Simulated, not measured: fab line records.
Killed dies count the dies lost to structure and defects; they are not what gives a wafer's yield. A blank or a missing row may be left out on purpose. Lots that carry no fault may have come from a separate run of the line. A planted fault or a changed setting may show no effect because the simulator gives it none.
Problem report, 8D (eight disciplines) form, completed by code / flow n5 finfet / the parts of the form that need people (team, actions taken, sign-off) are left out

1. WHAT WENT WRONG
rf fwd power W at N5_BEOL_M6_ETCH_66 reads a mean of 1040.7 W on 2 wafers of 2 lots; wafers without a fault read 835.9 W with a standard deviation of 2.8. Relative to the usual mean, that is a shift of +73 standard deviations.
The step: etches SOC in N2/H2, target depth 80 nm, overetch 16 nm, time 120 s.
Earliest sighting: wafer L988.4 on rie diel-06 at day 11 00:23. The record holds 30 wafers of 10 lots with a number at this step. Rule for "out", or "out of limits": more than 4 standard deviations from the usual mean. The other wafers with a number count as sound.

2. WHAT IT IS, AND WHAT IT ISN'T
question=which readings at this step | is=rf fwd power W, rf vpp V | is not=drypump motor current A, oes product au, showerhead plenum p Torr, throttle valve pct
question=which lots | is=L988, L991 | is not=L979, L980, L982, L983, L994, L995, L997, L998
question=which wafers of those lots | is=L988.4, L991.6 | is not=L988.2, L988.3, L991.3, L991.4
question=read on which tools | is=rie diel-06 | is not=rie diel-02, rie diel-05
question=when | is=from day 11 00:23 | is not=up to then (14 sound wafers); but 14 sound wafers of L991, L994, L995, L997, L998 came after

3. WHAT RULES OUT EACH SUSPECT
Counting: a tool at a process step up to the reading stays a suspect if it ran every lot that is out. Sound lots after the first of them don't rule it out here, since some wafers of a struck lot are sound.
- rie diel-06 at N5_BEOL_M6_ETCH_66 (etches SOC in N2/H2, target depth 80 nm, overetch 16 nm, time 120 s): kept. It ran every lot that is out, first L988 (day 11 00:23); its last sound lot up to then is L983 (day 10 03:37). On those wafers its own readings are out: rf fwd power W, rf vpp V.
- In rie diel-06 at N5_BEOL_M6_ETCH_66, the wafers that are out were processed in chamber 2 and their sound lot-mates in chambers 0, 1, 3.
Remaining after the count: rie diel-06 at N5_BEOL_M6_ETCH_66.

4. THE CAUSE (what the simulator had put in)
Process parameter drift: rie diel-06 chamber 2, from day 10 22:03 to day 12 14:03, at N5_BEOL_M6_ETCH_66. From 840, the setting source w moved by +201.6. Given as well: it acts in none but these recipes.
After counting, this tool was the only one left.

5. SEQUENCE OF EFFECTS, ordered by route
One row per reading whose mean, taken over the struck wafers that have a number, lies over 3 standard deviations from the usual. Only readings whose record carries a usual standard deviation are examined. hours: median over the lots of the time between each lot's start at the first step of this table that gives one and its start at this step. sigmas: the change, counted in usual standard deviations.
hours=0; step=N5_BEOL_M6_ETCH_66; reading=rf fwd power W; usual=835.9 W; on struck wafers=1040.7; change=+204.8; sigmas=+73
hours=0; step=N5_BEOL_M6_ETCH_66; reading=rf vpp V; usual=524.7 V; on struck wafers=491.6; change=-33.1; sigmas=-11
It contains these process steps:
- N5_BEOL_M6_ETCH_66: etches SOC in N2/H2, target depth 80 nm, overetch 16 nm, time 120 s.

6. WHAT WOULD HAVE CAUGHT IT SOONER
First out-of-limits reading in this record: day 11 00:23, which is 2 hours after fault onset at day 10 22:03.
